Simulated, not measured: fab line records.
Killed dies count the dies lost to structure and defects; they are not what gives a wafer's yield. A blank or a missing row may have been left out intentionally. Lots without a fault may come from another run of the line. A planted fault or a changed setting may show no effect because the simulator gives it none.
Which tool is to blame? -- flow nand_harc -- Sampling: 11 lots, 32 wafers, 5 of 1302 route steps

WHAT THE GAUGES SHOWED, per wafer
NHARC_END_SORT_01.
lot,measured,on,killed_at_array,killed_at_other,killed_at_periphery,killed_dies,killed_open,killed_short
L740,day 29 00:48,prober-02,35 667 35,0 3 2,6 7 5,41 677 42,1 3 7,2 1 6
L739,day 28 08:12,prober-02,39 672 45,0 0 0,6 5 11,45 677 56,4 5 3,3 1 2
L742,day 30 01:54,prober-01,669 671,4 1,4 5,677 677,4 1,1 2

WHICH TOOL RAN EACH LOT (tool, then ch and the chambers of the sampled wafers, then the start)
lot,NHARC_A_STAIRCASE_ETCH_169,NHARC_A_STAIRCASE_TRIM_12,NHARC_A_STAIRCASE_TRIM_16,NHARC_A_STAIRCASE_ETCH_17
L732,"rie_diel-03 ch 0,1,2, day 16 15:50","rie_diel-13 ch 0,2, day 16 17:35","rie_diel-13 ch 0,3, day 16 18:03","rie_diel-13 ch 1,2, no start"
L734,"rie_diel-11 ch 0,1,2, day 17 04:07","rie_diel-13 ch 0,1,3, day 17 05:59","rie_diel-13 ch 0,3, day 17 06:32","rie_diel-13 ch 1,3, no start"
L733,"rie_diel-11 ch 1,2,3, day 17 04:19","rie_diel-13 ch 1,2, day 17 06:10","rie_diel-13 ch 0,2,3, day 17 06:43","rie_diel-13 ch 0,1,2, no start"
L737,"rie_diel-11 ch 0,1,3, day 19 10:31","rie_diel-13 ch 0,1,3, day 19 12:17","rie_diel-13 ch 0,1,2, day 19 13:20","rie_diel-13 ch 0,2,3, no start"
L738,"rie_diel-03 ch 0,1, day 19 10:43","rie_diel-13 ch 0,1,2, day 19 13:16","rie_diel-13 ch 1,3, day 19 13:47","rie_diel-13 ch 0,1,2, no start"
L740,"rie_diel-13 ch 0,3, day 19 20:23","rie_diel-13 ch 0,1,2, day 19 22:16","rie_diel-13 ch 0,1,3, day 19 22:55","rie_diel-13 ch 1,2,3, day 29 00:48 or earlier"
L739,"rie_diel-11 ch 1,2, day 19 20:33","rie_diel-13 ch 1,2, day 19 22:47","rie_diel-13 ch 0,3, day 19 23:20","rie_diel-13 ch 1,2,3, day 28 08:12 or earlier"
L742,"rie_diel-03 ch 1, day 21 12:19","rie_diel-13 ch 0,2, day 21 14:19","rie_diel-13 ch 0,1, day 21 14:44","rie_diel-13 ch 3, day 30 01:54 or earlier"
L743,"rie_diel-13 ch 1,2,3, day 21 12:39","rie_diel-03 ch 0,1,3, day 21 14:40","rie_diel-03 ch 0,1,3, day 21 15:12","rie_diel-03 ch 0,1,3, no start"
L750,"rie_diel-03 ch 0,2,3, day 24 11:26","rie_diel-11 ch 0,1,2, day 24 13:20","rie_diel-11 ch 0,2,3, day 24 13:48","rie_diel-11 ch 1,3, no start"
L751,"rie_diel-11 ch 0,2,3, day 24 20:51","rie_diel-11 ch 0,2,3, day 24 22:56","rie_diel-11 ch 0,1,3, day 24 23:23","rie_diel-11 ch 0,1,3, no start"
- NHARC_A_STAIRCASE_ETCH_169: etches the open film in CH3F/O2, target depth 50 nm, time 107.1 s.
- NHARC_A_STAIRCASE_TRIM_12: chemistry O2, time 211.2 s.
- NHARC_A_STAIRCASE_TRIM_16: chemistry O2, time 211.2 s.
- NHARC_A_STAIRCASE_ETCH_17: etches the open film in C4F8/O2, target depth 100 nm, time 40.5 s.

AS READ BY THE TOOLS THEMSELVES (means over the sampled wafers that have a number; for cases with no such wafer, the mark the record gives instead)
NHARC_A_STAIRCASE_ETCH_169.
lot,tool,drypump_motor_current_A (A),o2_flow_sccm (sccm),oes_product_au (a.u.),rf_vpp_V (V),showerhead_plenum_p_Torr (Torr),throttle_valve_pct (%)
L732,rie_diel-03,5.3,29.99,0.965,243.4,2.38,20.651
L734,rie_diel-11,5.9,29.98,0.928,244.2,2.48,20.662
L733,rie_diel-11,5.9,30.04,0.945,245.6,2.49,20.666
L737,rie_diel-11,6.2,29.90,0.962,245.9,2.56,20.657
L738,rie_diel-03,4.9,29.89,0.953,241.5,2.31,20.658
L740,rie_diel-13,6.1,29.99,0.968,244.3,2.48,20.659
L739,rie_diel-11,6.0,30.02,0.961,244.3,2.41,20.668
L742,rie_diel-03,4.7,30.00,0.919,243.2,2.28,20.657
L743,rie_diel-13,5.2,30.03,0.946,244.0,2.46,20.661
L750,rie_diel-03,5.7,30.08,0.963,244.2,2.43,20.652
L751,rie_diel-11,5.8,29.92,0.937,245.4,2.53,20.671

NHARC_A_STAIRCASE_TRIM_12.
lot,tool,drypump_motor_current_A (A),o2_flow_sccm (sccm),oes_product_au (a.u.),rf_vpp_V (V),showerhead_plenum_p_Torr (Torr),throttle_valve_pct (%)
L732,rie_diel-13,5.9,498.7,1.003,57.0,3.43,17.041
L734,rie_diel-13,5.5,498.5,1.002,58.2,3.57,17.032
L733,rie_diel-13,5.4,499.8,0.996,57.8,3.42,17.039
L737,rie_diel-13,5.5,500.6,1.002,57.9,3.55,17.034
L738,rie_diel-13,5.6,500.4,1.008,57.8,3.42,17.038
L740,rie_diel-13,5.6,498.8,1.000,57.5,3.42,17.041
L739,rie_diel-13,5.1,499.7,1.000,57.8,3.41,17.039
L742,rie_diel-13,6.0,500.7,0.999,57.5,3.41,17.038
L743,rie_diel-03,5.3,499.6,0.996,57.8,3.42,17.028
L750,rie_diel-11,5.9,500.0,0.996,57.8,3.53,17.046
L751,rie_diel-11,5.8,500.3,1.006,58.5,3.62,17.036

NHARC_A_STAIRCASE_TRIM_16.
lot,tool,drypump_motor_current_A (A),o2_flow_sccm (sccm),oes_product_au (a.u.),rf_vpp_V (V),showerhead_plenum_p_Torr (Torr),throttle_valve_pct (%)
L732,rie_diel-13,6.1,500.7,1.005,58.7,3.57,17.052
L734,rie_diel-13,5.7,501.4,1.005,58.1,3.69,17.030
L733,rie_diel-13,5.8,499.8,1.008,58.0,3.56,17.033
L737,rie_diel-13,5.6,500.7,1.004,57.5,3.42,17.041
L738,rie_diel-13,5.1,500.5,1.000,56.9,3.66,17.034
L740,rie_diel-13,5.5,501.1,1.115,58.8,3.55,17.038
L739,rie_diel-13,6.1,499.2,1.131,58.8,3.55,17.035
L742,rie_diel-13,5.7,500.8,1.346,57.4,3.43,17.032
L743,rie_diel-03,5.3,499.5,0.994,57.1,3.42,17.043
L750,rie_diel-11,5.8,500.2,1.001,58.0,3.62,17.039
L751,rie_diel-11,6.2,500.3,0.999,58.6,3.65,17.047

NHARC_A_STAIRCASE_ETCH_17.
lot,tool,oes_product_au (a.u.),rf_vpp_V (V)
L732,rie_diel-13,0.942,891
L734,rie_diel-13,0.924,897
L733,rie_diel-13,0.938,892
L737,rie_diel-13,0.958,896
L738,rie_diel-13,0.941,892
L740,rie_diel-13,0.933,896
L739,rie_diel-13,0.945,895
L742,rie_diel-13,0.950,905
L743,rie_diel-03,0.950,891
L750,rie_diel-11,0.927,900
L751,rie_diel-11,0.942,900

THE ANSWER, worked out from the rows above alone
Rule: the lots themselves supply what counts as usual. The widest of any qualifying gaps counts: lots, ordered by their means at a reading, are off when they make up no more than a third of the lots, leave a main group of 4 or more, and stand apart from it by 3 or more times the standard deviation of that group's means. The tables above print the reading to a certain number of digits; a main group whose means all agree to those digits is not used. A lot without any number at a reading at which 4 lots or more have one is off too. The other lots that the step has rows for count as sound. First the gauges in route order, then the tools' own readings, where a lot's mean is used as printed above. The first step at which some lot is off is used, and at that step the reading that is off furthest; a lot without a number counts as furthest.
Off at NHARC_A_STAIRCASE_TRIM_16 (oes_product_au): L740, L739, L742. Mean 1.002 a.u. and standard deviation 0.0041 in the main group.
A tool fits if, at that step or a process step before it, it ran every lot that is off, and no sound lot after the first of them. One fits: rie_diel-13 at NHARC_A_STAIRCASE_TRIM_12 and NHARC_A_STAIRCASE_TRIM_16. At NHARC_A_STAIRCASE_TRIM_12 its last sound lot is L738 (day 19 13:16), its first lot that is off L740 (day 19 22:16): a fault that began between those two fits.

WHAT THE SIMULATOR PUT IN
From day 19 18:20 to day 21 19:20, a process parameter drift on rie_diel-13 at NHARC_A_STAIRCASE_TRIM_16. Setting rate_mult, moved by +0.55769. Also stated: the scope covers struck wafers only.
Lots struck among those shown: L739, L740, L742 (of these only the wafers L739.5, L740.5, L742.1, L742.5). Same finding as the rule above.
